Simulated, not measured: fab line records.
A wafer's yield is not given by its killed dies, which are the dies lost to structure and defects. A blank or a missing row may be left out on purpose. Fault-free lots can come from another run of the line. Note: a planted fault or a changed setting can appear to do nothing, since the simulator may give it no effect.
fab line records	flow n5-finfet	part 1 of 2: steps 1 to 21 of 28
record lots=5	wafers=15	last-day=19
route steps=1938 shown MOL_CONTACT_COAG@558
lots that met no fault: from a run of the same line without faults
start-h: hours from the record's opening day to when the first of the lot's shown wafers began	wait-h: hours elapsed since this lot's preceding step	" repeats the value in the row above	L1.1+2: one row covering several wafers at once	- no value, or no start given	* or withheld: withheld	< > ~ a bound
route shown NAME@n: NAME is a module with steps in the file, n the number in the route of the first one	usual: average and standard deviation across the fault-free wafers	same: alike in all rows	chamber/n: place in a boat	sites: per-site readings	_std_site: standard deviation of those values	_edge_site: inner sites' mean taken away from outer sites' mean	radius-mm: for every site, how far away it sits from the centre of the wafer	mask NAME#n: copy n	behind: the tool/chamber that last shaped the wafer	hold: cause of the lot's hold/its duration in hours/its outcome	device: the transistor (n, p or np) that didn't switch	end of line: at the end of the route, the tests of the same wafers	step lacking rows: just its recipe	killed: not the wafer's yield, but the dies lost to structure and defects at the first sort	map: per-die view of a wafer (x killed, . not killed, _ where there is no die)
set.NAME: the setting the step ran with; set.NAME@STEP: the setting that earlier step ran with	model.NAME: the simulator's own value behind a step, which no gauge read
lots at some steps of the route; a table a step, a row a wafer
services: the hour from which a tool's chamber was out of use, counted from the record's first day as start-h (under 0 if before that day), plus the number of hours and why
## steps
# step N5_MOL_CONTACT_COAG_WET_ETCH_116
# recipe chemistry=SC1-inhibited	target-depth-nm=4.6	dry=ipa-marangoni	rinse-time-s=30	rinse-temp-c=23
lot.wafer	tool	chamber	start-h	wait-h
L074.2+3+5	wet-bench-05	6,7,0	112.03	0.0
L082.2+5+6	wet-bench-03	5,1,6	145.45	0.0
L085.2+3+5	wet-bench-03	5,2,3	162.91	0.0
L091.1+3+4	wet-bench-05	6,7,5	195.58	0.0
L094.2+5+6	wet-bench-05	2,3,4	215.52	0.0
# step N5_MOL_CONTACT_COAG_ALD_27
# recipe material=SiOC	target-thk-a=170	temp-c=400	ald-precursor-family=carbosiloxane	ald-co-reactant=H2-plasma	pulse-time-s=1.5	time-s=2720	purge-time-s=2	co-reactant-purge-time-s=2	ald-cycles=340	pressure-torr=2
# usual heater-power-w=821/77	precursor-pulse-height-rel=0.998/0.02
lot.wafer	tool	chamber	start-h	wait-h	heater-power-w	precursor-pulse-height-rel
L074.2	ald-sin-03	1	112.58	0.2	792	1.025
L074.3	"	2	"	"	837	1.002
L074.5	"	2	"	"	835	1.004
L082.2	ald-sin-03	1	145.77	0.0	807	0.981
L082.5	"	0	"	"	913	0.990
L082.6	"	1	"	"	792	1.007
L085.2	ald-sin-02	3	163.23	0.0	942	0.989
L085.3	"	1	"	"	840	1.013
L085.5	"	2	"	"	746	1.009
L091.1	ald-sin-02	2	195.90	0.0	732	1.035
L091.3	"	3	"	"	906	0.977
L091.4	"	1	"	"	823	1.014
L094.2	ald-sin-02	2	216.15	0.3	732	1.020
L094.5	"	1	"	"	791	1.002
L094.6	"	2	"	"	761	0.985
# step N5_MOL_CONTACT_COAG_CMP_28
# recipe stop-on=SiNx	t-overpolish-s=0.85	post-cmp-clean=alkaline-brush	down-force-psi=4.15	platen-rpm=51.8	pad-velocity-m-s=1.0307	target-thk-nm=14.522
# usual motor-current-A=12.5/0.79	time-to-endpoint-s=5.1/2.4
lot.wafer	tool	chamber	start-h	wait-h	motor-current-A	time-to-endpoint-s
L074.3	cmp-01	0	114.23	0.9	13.2	5.2
L074.2	"	1	"	"	12.5	5.3
L074.5	"	3	"	"	12.6	9.1
L082.2	cmp-04	0	147.38	0.8	11.0	1.2
L082.6	"	3	"	"	13.2	0.7
L082.5	"	0	"	"	11.3	1.8
L085.2	cmp-02	3	164.84	0.8	13.4	3.9
L085.3	"	1	"	"	11.6	1.2
L085.5	"	3	"	"	13.3	4.6
L091.4	cmp-04	3	197.47	0.8	12.9	5.4
L091.1	"	1	"	"	13.1	9.5
L091.3	"	2	"	"	12.0	9.9
L094.2	cmp-02	1	217.75	0.8	11.6	5.7
L094.5	"	0	"	"	12.2	6.3
L094.6	"	1	"	"	11.7	5.2
# step N5_MOL_CONTACT_COAG_THK_MEAS_29
# recipe reads=SiNx_of_GATE_CUT_PECVD_57+SiNx_of_GATE_CUT_SAC_CAP_01
# usual MD_CAP_THK=17.90/0.081
lot.wafer	tool	chamber	start-h	wait-h	MD_CAP_THK[nm]
L074.2	film-metro-02	-	114.45	-	17.86
L074.3	"	-	"	"	17.88
L074.5	"	-	"	"	17.98
L082.2	film-metro-02	-	147.64	-	17.78
L082.5	"	-	"	"	17.74
L082.6	"	-	"	"	17.84
L085.2	film-metro-02	-	165.09	-	17.85
L085.3	"	-	"	"	17.85
L085.5	"	-	"	"	18.00
L091.1	film-metro-02	-	197.76	-	18.02
L091.3	"	-	"	"	17.96
L091.4	"	-	"	"	17.93
L094.2	film-metro-01	-	218.01	-	17.92
L094.5	"	-	"	"	17.88
L094.6	"	-	"	"	17.88
# step N5_MOL_CONTACT_COAG_ALD_123
# recipe material=SiNx	target-thk-a=50	temp-c=400	ald-precursor-family=SiH2I2	ald-co-reactant=N2/H2-plasma	pulse-time-s=1	purge-time-s=2	co-reactant-purge-time-s=2	ald-cycles=100	pressure-torr=2
# usual heater-power-w=835/72	precursor-pulse-height-rel=0.998/0.021
lot.wafer	tool	chamber	start-h	wait-h	heater-power-w	precursor-pulse-height-rel
L074.2	ald-sin-01	1	114.83	0.4	932	1.038
L074.3	"	0	"	"	745	1.016
L074.5	"	0	"	"	743	0.997
L082.2	ald-sin-03	2	147.76	0.1	837	0.974
L082.5	"	2	"	"	847	1.006
L082.6	"	1	"	"	780	0.970
L085.2	ald-sin-02	0	165.82	0.7	737	1.003
L085.3	"	2	"	"	745	0.988
L085.5	"	3	"	"	951	0.996
L091.1	ald-sin-02	0	197.90	0.1	732	0.966
L091.3	"	1	"	"	783	1.004
L091.4	"	3	"	"	928	0.999
L094.2	ald-sin-03	0	218.05	0.0	937	1.000
L094.5	"	0	"	"	914	1.003
L094.6	"	1	"	"	808	1.033
# step N5_MOL_CONTACT_COAG_PECVD_31
# recipe material=SiO2	target-thk-a=460	temp-c=400	precursor=TEOS/O2	pressure-torr=6.5	rf-w=withheld	teos-flow-sccm=withheld	gas=O2	flow-sccm=2650	time-s=8.9
lot.wafer	tool	chamber	start-h	wait-h
L074.2+3+5	pecvd-04	1,2,0	115.34	0.3
L082.2+5+6	pecvd-04	2,1,2	148.28	0.3
L085.2+3+5	pecvd-04	1,2,2	166.33	0.3
L091.1+3+4	pecvd-02	1,2,1	198.41	0.3
L094.2+5+6	pecvd-03	0,0,1	218.55	0.3
# step N5_MOL_CONTACT_COAG_COAT_75
# recipe resist=SOC	temp-c=250	time-s=60	spin-rpm=1500	resist-thk-nm=60
# usual chill-plate-temp-C=23.00/0.098
lot.wafer	tool	chamber	start-h	wait-h	chill-plate-temp-C
L074.2	litho-track-04	0	115.39	0.0	22.90
L074.3	"	0	"	"	23.00
L074.5	"	0	"	"	22.94
L082.2	litho-track-02	0	148.33	0.0	23.05
L082.5	"	0	"	"	22.95
L082.6	"	0	"	"	22.83
L085.2	litho-track-03	0	166.39	0.0	23.01
L085.3	"	0	"	"	22.89
L085.5	"	0	"	"	22.90
L091.1	litho-track-02	0	198.46	0.0	23.09
L091.3	"	0	"	"	22.97
L091.4	"	0	"	"	23.09
L094.2	litho-track-04	0	218.62	0.1	22.97
L094.5	"	0	"	"	22.81
L094.6	"	0	"	"	22.96
# step N5_MOL_CONTACT_COAG_COAT_76
# recipe resist=SiARC	temp-c=220	time-s=60	spin-rpm=1500	resist-thk-nm=10
# usual chill-plate-temp-C=23.02/0.11
lot.wafer	tool	chamber	start-h	wait-h	chill-plate-temp-C
L074.2	litho-track-04	0	-	-	22.96
L074.3	"	0	"	"	23.10
L074.5	"	0	"	"	22.93
L082.2	litho-track-02	0	-	-	22.76
L082.5	"	0	"	"	23.02
L082.6	"	0	"	"	22.89
L085.2	litho-track-03	0	-	-	23.00
L085.3	"	0	"	"	23.13
L085.5	"	0	"	"	22.91
L091.1	litho-track-02	0	-	-	22.77
L091.3	"	0	"	"	22.97
L091.4	"	0	"	"	22.95
L094.2	litho-track-04	0	-	-	23.05
L094.5	"	0	"	"	22.94
L094.6	"	0	"	"	23.00
# step N5_MOL_CONTACT_COAG_COAT_77
# recipe resist=underlayer	temp-c=205	time-s=60	spin-rpm=1500	resist-thk-nm=10
# usual chill-plate-temp-C=23.01/0.11
lot.wafer	tool	chamber	start-h	wait-h	chill-plate-temp-C
L074.2	litho-track-04	0	-	-	22.92
L074.3	"	0	"	"	22.94
L074.5	"	0	"	"	23.01
L082.2	litho-track-02	0	-	-	23.03
L082.5	"	0	"	"	22.92
L082.6	"	0	"	"	23.04
L085.2	litho-track-03	0	-	-	23.14
L085.3	"	0	"	"	22.93
L085.5	"	0	"	"	23.24
L091.1	litho-track-02	0	-	-	23.04
L091.3	"	0	"	"	22.90
L091.4	"	0	"	"	23.04
L094.2	litho-track-04	0	-	-	23.11
L094.5	"	0	"	"	23.10
L094.6	"	0	"	"	23.10
# step N5_MOL_CONTACT_COAG_COAT_78
# recipe resist=CAR-EUV	spin-rpm=1500	resist-thk-nm=40
# usual chill-plate-temp-C=23.00/0.098
lot.wafer	tool	chamber	start-h	wait-h	chill-plate-temp-C
L074.2	litho-track-04	0	-	-	22.85
L074.3	"	0	"	"	22.96
L074.5	"	0	"	"	23.01
L082.2	litho-track-02	0	-	-	22.83
L082.5	"	0	"	"	22.85
L082.6	"	0	"	"	23.02
L085.2	litho-track-03	0	-	-	22.93
L085.3	"	0	"	"	23.09
L085.5	"	0	"	"	22.98
L091.1	litho-track-02	0	-	-	23.01
L091.3	"	0	"	"	23.07
L091.4	"	0	"	"	23.12
L094.2	litho-track-04	0	-	-	22.97
L094.5	"	0	"	"	22.91
L094.6	"	0	"	"	22.95
# step N5_MOL_CONTACT_COAG_EBR_80
# recipe solvent=PGMEA	ebr-width-mm=1.5
# usual chill-plate-temp-C=22.98/0.12
lot.wafer	tool	chamber	start-h	wait-h	chill-plate-temp-C
L074.2	litho-track-04	0	-	-	23.03
L074.3	"	0	"	"	23.01
L074.5	"	0	"	"	22.92
L082.2	litho-track-02	0	-	-	22.87
L082.5	"	0	"	"	22.88
L082.6	"	0	"	"	22.89
L085.2	litho-track-03	0	-	-	22.99
L085.3	"	0	"	"	22.82
L085.5	"	0	"	"	22.80
L091.1	litho-track-02	0	-	-	23.08
L091.3	"	0	"	"	23.08
L091.4	"	0	"	"	22.91
L094.2	litho-track-04	0	-	-	23.18
L094.5	"	0	"	"	23.11
L094.6	"	0	"	"	23.08
# step N5_MOL_CONTACT_COAG_SOFTBAKE_79
# recipe temp-c=110	time-s=60	resist=CAR-EUV
# usual chill-plate-temp-C=23.00/0.1
lot.wafer	tool	chamber	start-h	wait-h	chill-plate-temp-C
L074.2	litho-track-04	0	-	-	23.23
L074.3	"	0	"	"	23.30
L074.5	"	0	"	"	23.11
L082.2	litho-track-02	0	-	-	22.75
L082.5	"	0	"	"	23.10
L082.6	"	0	"	"	22.95
L085.2	litho-track-03	0	-	-	22.93
L085.3	"	0	"	"	22.88
L085.5	"	0	"	"	23.04
L091.1	litho-track-02	0	-	-	22.97
L091.3	"	0	"	"	23.04
L091.4	"	0	"	"	23.00
L094.2	litho-track-04	0	-	-	22.91
L094.5	"	0	"	"	22.93
L094.6	"	0	"	"	22.83
# step N5_MOL_CONTACT_COAG_EXPOSE_81
# recipe mask-id=VG	na=0.33	source-shape=annular	sigma-inner=0.3	sigma-outer=0.7	polarization=unpolarized	defocus-nm=0	dose-mj=59.5
# usual exposure-dose-mJ-cm2=59.50/0.068	focus-offset-nm=0.1/0.49
lot.wafer	tool	chamber	start-h	wait-h	mask	exposure-dose-mJ-cm2	focus-offset-nm
L074.2	euv-scanner-01	0	115.66	-	VG#0	59.42	0.2
L074.3	"	0	"	"	VG#0	59.50	-0.3
L074.5	"	0	"	"	VG#0	59.45	0.8
L082.2	euv-scanner-02	0	148.48	-	VG#0	59.59	0.5
L082.5	"	0	"	"	VG#0	59.62	0.3
L082.6	"	0	"	"	VG#0	59.50	0.1
L085.2	euv-scanner-01	0	166.53	-	VG#0	59.43	0.4
L085.3	"	0	"	"	VG#0	59.50	0.5
L085.5	"	0	"	"	VG#0	59.36	0.7
L091.1	euv-scanner-02	0	198.60	-	VG#0	59.51	0.0
L091.3	"	0	"	"	VG#0	59.53	0.3
L091.4	"	0	"	"	VG#0	59.49	0.7
L094.2	euv-scanner-02	0	218.89	-	VG#0	59.62	0.3
L094.5	"	0	"	"	VG#0	59.53	-0.2
L094.6	"	0	"	"	VG#0	59.53	0.0
# step N5_MOL_CONTACT_COAG_PEB_82
# recipe peb-temp-c=100	peb-time-s=60	resist=CAR-EUV
# usual chill-plate-temp-C=23.02/0.098
lot.wafer	tool	chamber	start-h	wait-h	chill-plate-temp-C
L074.2	litho-track-04	0	115.73	0.1	23.04
L074.3	"	0	"	"	23.03
L074.5	"	0	"	"	23.12
L082.2	litho-track-02	0	148.55	0.1	23.16
L082.5	"	0	"	"	23.12
L082.6	"	0	"	"	23.18
L085.2	litho-track-04	0	166.60	0.1	23.19
L085.3	"	0	"	"	23.22
L085.5	"	0	"	"	23.19
L091.1	litho-track-04	0	198.67	0.1	23.00
L091.3	"	0	"	"	22.88
L091.4	"	0	"	"	22.96
L094.2	litho-track-04	0	218.96	0.1	23.06
L094.5	"	0	"	"	22.98
L094.6	"	0	"	"	22.95
# step N5_MOL_CONTACT_COAG_DEVELOP_83
# recipe develop-time-s=30	developer=TMAH	resist=CAR-EUV	rinse-liquid=surfactant-rinse	dry=air-spin	dev-temp-c=23
# usual chill-plate-temp-C=23.00/0.11
lot.wafer	tool	chamber	start-h	wait-h	chill-plate-temp-C
L074.2	litho-track-04	0	-	-	23.22
L074.3	"	0	"	"	23.11
L074.5	"	0	"	"	23.17
L082.2	litho-track-02	0	-	-	23.23
L082.5	"	0	"	"	23.01
L082.6	"	0	"	"	22.91
L085.2	litho-track-04	0	-	-	23.01
L085.3	"	0	"	"	22.89
L085.5	"	0	"	"	23.04
L091.1	litho-track-04	0	-	-	23.12
L091.3	"	0	"	"	22.95
L091.4	"	0	"	"	22.90
L094.2	litho-track-04	0	-	-	22.89
L094.5	"	0	"	"	23.08
L094.6	"	0	"	"	23.07
# step N5_MOL_CONTACT_COAG_CD_MEAS_84
# recipe target-cd-nm=25.1	landing-energy-ev=500	detector=se-inlens	polarity=opening
# usual cd-nm=25.15/0.24
lot.wafer	tool	chamber	start-h	wait-h	cd-nm
L074.2	cd-sem-01	0	115.80	-	25.01
L074.3	"	0	"	"	25.35
L074.5	"	0	"	"	25.27
L082.2	cd-sem-02	0	148.62	-	25.35
L082.5	"	0	"	"	25.45
L082.6	"	0	"	"	25.07
L085.2	cd-sem-01	0	166.67	-	25.26
L085.3	"	0	"	"	25.07
L085.5	"	0	"	"	25.11
L091.1	cd-sem-03	0	198.74	-	25.35
L091.3	"	0	"	"	25.28
L091.4	"	0	"	"	25.18
L094.2	cd-sem-03	0	219.03	-	25.44
L094.5	"	0	"	"	25.13
L094.6	"	0	"	"	25.31
# step N5_MOL_CONTACT_COAG_OVL_MEAS_85
# recipe points-per-wafer=522
# usual VG_OVL=-0.2/0.74
# same points-per-wafer=522
lot.wafer	tool	chamber	start-h	wait-h	VG_OVL[nm]
L074.2	overlay-01	0	115.83	0.0	-1.5
L074.3	"	0	"	"	0.3
L074.5	"	0	"	"	-0.7
L082.2	overlay-01	0	148.65	0.0	-0.1
L082.5	"	0	"	"	-1.1
L082.6	"	0	"	"	-1.0
L085.2	overlay-01	0	166.70	0.0	0.2
L085.3	"	0	"	"	0.0
L085.5	"	0	"	"	0.7
L091.1	overlay-01	0	198.77	0.0	-1.7
L091.3	"	0	"	"	0.3
L091.4	"	0	"	"	-0.3
L094.2	overlay-02	0	219.06	0.0	-1.3
L094.5	"	0	"	"	-0.4
L094.6	"	0	"	"	-0.8
# step N5_MOL_CONTACT_COAG_INSPECT_57
# recipe mode=adi	inspect-instrument=brightfield
# usual raw-defect-count=200/56
lot.wafer	tool	chamber	start-h	wait-h	raw-defect-count
L074.2	defect-inspect-01	-	115.89	0.0	193
L074.3	"	-	"	"	252
L074.5	"	-	"	"	191
L082.2	defect-inspect-01	-	148.70	0.0	243
L082.5	"	-	"	"	190
L082.6	"	-	"	"	274
L085.2	defect-inspect-01	-	166.77	0.1	242
L085.3	"	-	"	"	163
L085.5	"	-	"	"	294
L091.1	defect-inspect-02	-	198.83	0.1	220
L091.3	"	-	"	"	163
L091.4	"	-	"	"	218
L094.2	defect-inspect-02	-	219.12	0.0	287
L094.5	"	-	"	"	276
L094.6	"	-	"	"	404
# step N5_MOL_CONTACT_COAG_DESCUM_88
# recipe chemistry=O2	time-s=7	source-power-w=50	bias-power-w=20	pressure-mtorr=20	rf-frequency-hz=2.712e+07	temp-c=40	resist=CAR-EUV	o2-flow-sccm=225
# usual drypump-motor-current-A=6.0/0.49	oes-product-au=0.82/0.077	rf-vpp-V=242.9/1.4	showerhead-plenum-p-Torr=2.08/0.066	throttle-valve-pct=20.38/0.26
lot.wafer	tool	chamber	start-h	wait-h	drypump-motor-current-A	oes-product-au	rf-hours-counter-h	rf-vpp-V	showerhead-plenum-p-Torr	throttle-valve-pct
L074.2	rie-diel-03	1	116.27	0.4	6.4	0.88	21	243.2	2.14	20.15
L074.3	"	0	"	"	6.0	0.87	48	239.8	2.03	20.33
L074.5	"	2	"	"	6.7	0.88	-	243.7	2.13	20.50
L082.2	rie-diel-03	2	148.86	0.2	6.8	0.85	48	241.8	2.12	20.51
L082.5	"	2	"	"	6.7	0.85	-	244.2	2.12	20.52
L082.6	"	3	"	"	5.6	0.69	-	244.8	2.16	20.97
L085.2	rie-diel-03	3	166.82	0.1	5.6	0.70	231	244.1	2.16	20.99
L085.3	"	1	"	"	6.4	0.86	40	243.0	2.13	20.18
L085.5	"	2	"	"	6.7	0.86	-	244.1	2.12	20.52
L091.1	rie-diel-01	1	198.87	0.0	6.4	0.84	56	240.8	2.05	20.10
L091.3	"	2	"	"	5.4	0.70	211	241.9	2.15	20.45
L091.4	"	0	"	"	6.2	0.77	150	241.6	2.01	20.59
L094.2	rie-diel-05	2	219.15	0.0	5.6	0.74	207	242.8	2.17	20.61
L094.5	"	1	"	"	6.2	0.92	-	243.0	2.04	20.23
L094.6	"	2	"	"	5.6	0.73	-	244.3	2.17	20.62
# step N5_MOL_CONTACT_COAG_ETCH_89
# recipe chemistry=N2/H2	target=underlayer	target-depth-a=130	mask-material=CAR-EUV	time-s=10.4	ion-energy-ev=200	pressure-mtorr=30	source-w=840	bias-w=150	n2-flow-sccm=200	h2-flow-sccm=200	ends=cleared
# usual drypump-motor-current-A=6.0/0.49	etch-rf-on-time-s=10.35/0.21	oes-product-au=0.70/0.064	rf-vpp-V=523.7/2.3	showerhead-plenum-p-Torr=2.53/0.083	throttle-valve-pct=17.80/0.27
lot.wafer	tool	chamber	start-h	wait-h	drypump-motor-current-A	etch-rf-on-time-s	oes-product-au	rf-hours-counter-h	rf-vpp-V	showerhead-plenum-p-Torr	throttle-valve-pct
L074.2	rie-diel-03	1	116.30	0.0	6.5	10.59	0.76	21	525.2	2.60	17.57
L074.3	"	0	"	"	6.0	10.32	0.75	48	522.7	2.48	17.98
L074.5	"	2	"	"	6.7	10.04	0.75	-	525.8	2.59	17.84
L082.2	rie-diel-03	2	148.89	0.0	6.7	10.13	0.73	48	525.5	2.58	17.86
L082.5	"	2	"	"	6.7	10.18	0.74	-	524.3	2.58	17.86
L082.6	"	3	"	"	5.6	10.31	0.60	-	526.2	2.62	18.40
L085.2	rie-diel-03	3	166.85	0.0	5.6	10.32	0.59	231	525.4	2.62	18.41
L085.3	"	1	"	"	6.5	10.58	0.73	40	524.1	2.59	17.58
L085.5	"	2	"	"	6.7	10.03	0.73	-	524.6	2.58	17.89
L091.1	rie-diel-01	1	198.90	0.0	6.5	10.04	0.72	56	522.4	2.49	17.62
L091.3	"	2	"	"	5.4	10.42	0.60	211	525.2	2.62	17.96
L091.4	"	0	"	"	6.2	10.70	0.65	150	520.9	2.43	17.86
L094.2	rie-diel-05	2	219.19	0.0	5.7	9.92	0.64	207	527.4	2.63	18.05
L094.5	"	1	"	"	6.1	10.43	0.77	-	522.8	2.47	17.61
L094.6	"	2	"	"	5.6	9.89	0.64	-	526.1	2.63	18.06
# step N5_MOL_CONTACT_COAG_ETCH_90
# recipe chemistry=CF4	target=SiARC	target-depth-a=130	mask-material=CAR-EUV	time-s=21.7	ion-energy-ev=80	pressure-mtorr=40	source-w=545	bias-w=36	Ar_flow_sccm=100	cf4-flow-sccm=100	ends=cleared
# usual drypump-motor-current-A=6.0/0.49	etch-rf-on-time-s=21.6/0.49	oes-product-au=0.70/0.064	rf-vpp-V=184.0/1.1	showerhead-plenum-p-Torr=2.14/0.066	throttle-valve-pct=15.60/0.25
lot.wafer	tool	chamber	start-h	wait-h	drypump-motor-current-A	etch-rf-on-time-s	oes-product-au	rf-hours-counter-h	rf-vpp-V	showerhead-plenum-p-Torr	throttle-valve-pct
L074.2	rie-diel-03	1	116.32	0.0	6.4	22.1	0.77	21	185.3	2.18	15.32
L074.3	"	0	"	"	6.0	21.8	0.74	48	182.7	2.10	15.59
L074.5	"	2	"	"	6.7	20.9	0.76	-	184.7	2.19	15.68
L082.2	rie-diel-03	2	148.91	0.0	6.7	21.2	0.73	48	183.8	2.18	15.69
L082.5	"	2	"	"	6.7	21.2	0.73	-	185.4	2.18	15.70
L082.6	"	3	"	"	5.6	21.8	0.59	-	183.7	2.21	16.14
L085.2	rie-diel-03	3	166.87	0.0	5.6	21.8	0.59	231	184.2	2.20	16.16
L085.3	"	1	"	"	6.5	21.9	0.74	40	184.9	2.18	15.35
L085.5	"	2	"	"	6.8	21.1	0.74	-	183.9	2.18	15.71
L091.1	rie-diel-01	1	198.92	0.0	6.4	20.8	0.72	56	183.0	2.09	15.25
L091.3	"	2	"	"	5.4	22.0	0.60	211	184.5	2.20	15.75
L091.4	"	0	"	"	6.2	22.3	0.65	150	182.1	2.06	15.75
L094.2	rie-diel-05	2	219.21	0.0	5.6	20.9	0.64	207	183.7	2.22	15.82
L094.5	"	1	"	"	6.2	21.7	0.77	-	184.4	2.10	15.44
L094.6	"	2	"	"	5.6	20.7	0.64	-	183.1	2.21	15.82
